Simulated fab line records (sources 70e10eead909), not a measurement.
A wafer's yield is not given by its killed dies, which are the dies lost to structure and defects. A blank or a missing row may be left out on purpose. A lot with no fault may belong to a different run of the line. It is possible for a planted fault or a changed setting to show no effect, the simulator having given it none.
Matching of chambers + flow nand_harc + NHARC_A_STAIRCASE_DESCUM_252 on rie_diel-07: 4 sister chambers
The step chemistry O2, time 3 s. 4 wafers are shown with their chamber, then 10 later ones without.

WAFERS PAIRED WITH THEIR CHAMBERS
| wafer  | chamber | showerhead_plenum_p_Torr (Torr) |
|--------|---------|---------------------------------|
| L078.2 | 3       | 1.96                            |
| L078.3 | 2       | 1.82                            |
| L087.1 | 0       | 2.07                            |
| L087.4 | 1       | 1.79                            |

WAFERS WITH NO CHAMBER GIVEN
| wafer  | showerhead_plenum_p_Torr (Torr) |
|--------|---------------------------------|
| L087.5 | 1.81                            |
| L093.1 | 1.95                            |
| L093.3 | 2.06                            |
| L093.4 | 1.78                            |
| L093.2 | 1.78                            |
| L093.5 | 1.95                            |
| L093.6 | 2.06                            |
| L096.2 | 2.06                            |
| L096.5 | 1.78                            |
| L096.6 | 1.81                            |

EACH ONE'S CHAMBER
| wafer  | from the rows above     | in truth |
|--------|-------------------------|----------|
| L087.5 | can't be placed: 2 or 1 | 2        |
| L093.1 | 3                       | 3        |
| L093.3 | 0                       | 0        |
| L093.4 | 1                       | 1        |
| L093.2 | 1                       | 1        |
| L093.5 | 3                       | 3        |
| L093.6 | 0                       | 0        |
| L096.2 | 0                       | 0        |
| L096.5 | 1                       | 1        |
| L096.6 | can't be placed: 2 or 1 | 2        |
Correctly placed: 8 of 10. Unplaceable from these rows: 2, with the true chamber sitting among the candidates in 2. Number placed wrongly: 0.
How it was worked out, from the rows above alone: a wafer's distance from a chamber is the root of the sum, over the readings, of the square of ((its reading less the chamber's mean) divided by the reading's scatter). The wafer belongs to the nearest chamber; if the next one is less than 2 further off, it can't be placed. Each chamber's mean is taken over the wafers shown for it. The scatter: with one shown wafer a chamber, the root of the mean of the squares of how far each hidden wafer lies from its nearest shown one.
